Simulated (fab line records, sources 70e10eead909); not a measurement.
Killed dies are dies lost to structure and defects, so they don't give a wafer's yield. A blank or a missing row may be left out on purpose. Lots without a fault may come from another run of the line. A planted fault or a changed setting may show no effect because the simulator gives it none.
Chamber matching | flow nand_harc | NHARC_P_CONTACT_DEP_30 on pecvd-02: 3 sister chambers
The step deposits SiNx, target thk 30 nm. 14 wafers are shown with their chamber, then 7 later ones without.

WAFERS WITH THEIR CHAMBER
wafer  | chamber | heater_power_outer_w (W) | heater_power_w (W)
L233.2 | 1       | 321                      | 586
L233.3 | 0       | 534                      | 867
L233.5 | 2       | 487                      | 758
L238.3 | 0       | 433                      | 726
L238.4 | 0       | 445                      | 719
L238.6 | 2       | 461                      | 722
L239.1 | 1       | 359                      | 616
L239.5 | 2       | 426                      | 660
L239.6 | 0       | 454                      | 738
L247.2 | 1       | 394                      | 701
L247.3 | 0       | 439                      | 726
L247.6 | 1       | 403                      | 681
L248.1 | 1       | 395                      | 655
L248.2 | 0       | 524                      | 870

SIGNATURES (means of the wafers above)
reading              | chamber 0 | chamber 1 | chamber 2 | scatter within a chamber
heater_power_outer_w | 471.50    | 374.40    | 458.00    | 39.1
heater_power_w       | 774.33    | 647.80    | 713.33    | 60.7
Rule: a wafer's distance from a chamber is the root of the sum, over the readings, of the square of ((its reading less the chamber's mean) divided by the reading's scatter). The wafer belongs to the nearest chamber; if the next one is less than 2 further off, it can't be placed. The scatter: the root of (the sum of the squares of (reading less its chamber's mean) over the shown wafers, divided by (wafers less chambers)).

WAFERS WITHOUT THEIR CHAMBER
wafer  | heater_power_outer_w (W) | heater_power_w (W)
L248.6 | 358                      | 595
L253.1 | 378                      | 623
L253.2 | 359                      | 615
L253.5 | 372                      | 617
L255.2 | 545                      | 876
L255.5 | 418                      | 632
L255.6 | 372                      | 634

WHICH CHAMBER EACH WENT THROUGH
wafer  | from the rows above          | in truth
L248.6 | 1                            | 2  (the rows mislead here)
L253.1 | 1                            | 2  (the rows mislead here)
L253.2 | 1                            | 1
L253.5 | 1                            | 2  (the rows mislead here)
L255.2 | can't be placed: 0 or 2      | 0
L255.5 | can't be placed: 1 or 2 or 0 | 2
L255.6 | 1                            | 1
Placed correctly: 2 of 7. Can't be placed from these rows: 2 (the true chamber is among the candidates in 2). Placed wrongly: 3.
